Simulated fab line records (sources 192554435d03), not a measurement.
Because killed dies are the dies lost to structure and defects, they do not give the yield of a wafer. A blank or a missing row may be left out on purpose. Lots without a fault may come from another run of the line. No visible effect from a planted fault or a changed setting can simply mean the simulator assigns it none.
Matching of chambers / flow n5Finfet / N5_MOL_CONTACT_COAG_DESCUM_13 on rieDiel-04 has 4 sister chambers
The step chemistry O2, time 7 s. 8 wafers are shown with their chamber, then 12 later ones without.

## EACH WAFER AND ITS CHAMBER
wafer=L087.3; chamber=2; throttleValvePct (%)=20.52; drypumpMotorCurrentA (A)=5.8
wafer=L087.4; chamber=0; throttleValvePct (%)=20.40; drypumpMotorCurrentA (A)=5.5
wafer=L088.2; chamber=1; throttleValvePct (%)=20.35; drypumpMotorCurrentA (A)=6.1
wafer=L088.5; chamber=3; throttleValvePct (%)=20.74; drypumpMotorCurrentA (A)=5.7
wafer=L088.6; chamber=2; throttleValvePct (%)=20.51; drypumpMotorCurrentA (A)=5.8
wafer=L090.1; chamber=0; throttleValvePct (%)=20.38; drypumpMotorCurrentA (A)=5.5
wafer=L090.2; chamber=3; throttleValvePct (%)=20.73; drypumpMotorCurrentA (A)=5.6
wafer=L090.3; chamber=1; throttleValvePct (%)=20.35; drypumpMotorCurrentA (A)=6.1

## WAFERS WITH NO CHAMBER GIVEN
wafer=L091.2; throttleValvePct (%)=20.73; drypumpMotorCurrentA (A)=5.7
wafer=L091.4; throttleValvePct (%)=20.39; drypumpMotorCurrentA (A)=5.5
wafer=L091.5; throttleValvePct (%)=20.39; drypumpMotorCurrentA (A)=5.5
wafer=L092.1; throttleValvePct (%)=20.54; drypumpMotorCurrentA (A)=5.8
wafer=L092.4; throttleValvePct (%)=20.39; drypumpMotorCurrentA (A)=5.5
wafer=L092.6; throttleValvePct (%)=20.40; drypumpMotorCurrentA (A)=5.5
wafer=L094.1; throttleValvePct (%)=20.41; drypumpMotorCurrentA (A)=5.5
wafer=L094.2; throttleValvePct (%)=20.36; drypumpMotorCurrentA (A)=6.2
wafer=L094.5; throttleValvePct (%)=20.35; drypumpMotorCurrentA (A)=6.1
wafer=L095.2; throttleValvePct (%)=20.75; drypumpMotorCurrentA (A)=5.7
wafer=L095.3; throttleValvePct (%)=20.37; drypumpMotorCurrentA (A)=6.1
wafer=L095.5; throttleValvePct (%)=20.55; drypumpMotorCurrentA (A)=5.8

## WHICH CHAMBER EACH WENT THROUGH
wafer=L091.2; from the rows above=3; in truth=3
wafer=L091.4; from the rows above=0; in truth=0
wafer=L091.5; from the rows above=0; in truth=0
wafer=L092.1; from the rows above=2; in truth=2
wafer=L092.4; from the rows above=0; in truth=0
wafer=L092.6; from the rows above=0; in truth=0
wafer=L094.1; from the rows above=0; in truth=0
wafer=L094.2; from the rows above=1; in truth=1
wafer=L094.5; from the rows above=1; in truth=1
wafer=L095.2; from the rows above=3; in truth=3
wafer=L095.3; from the rows above=1; in truth=1
wafer=L095.5; from the rows above=2; in truth=2
Correctly placed: 12 of 12. Left unplaced by these rows: 0. Wrongly placed: 0.
How it was worked out, from the rows above alone: a wafer's distance from a chamber is the root of the sum, over the readings, of the square of ((its reading less the chamber's mean) divided by the reading's scatter). The wafer belongs to the nearest chamber; if the next one is less than 2 further off, it can't be placed. Each chamber's mean is taken over the wafers shown for it. The scatter: the root of (the sum of the squares of (reading less its chamber's mean) over the shown wafers, divided by (wafers less chambers)).
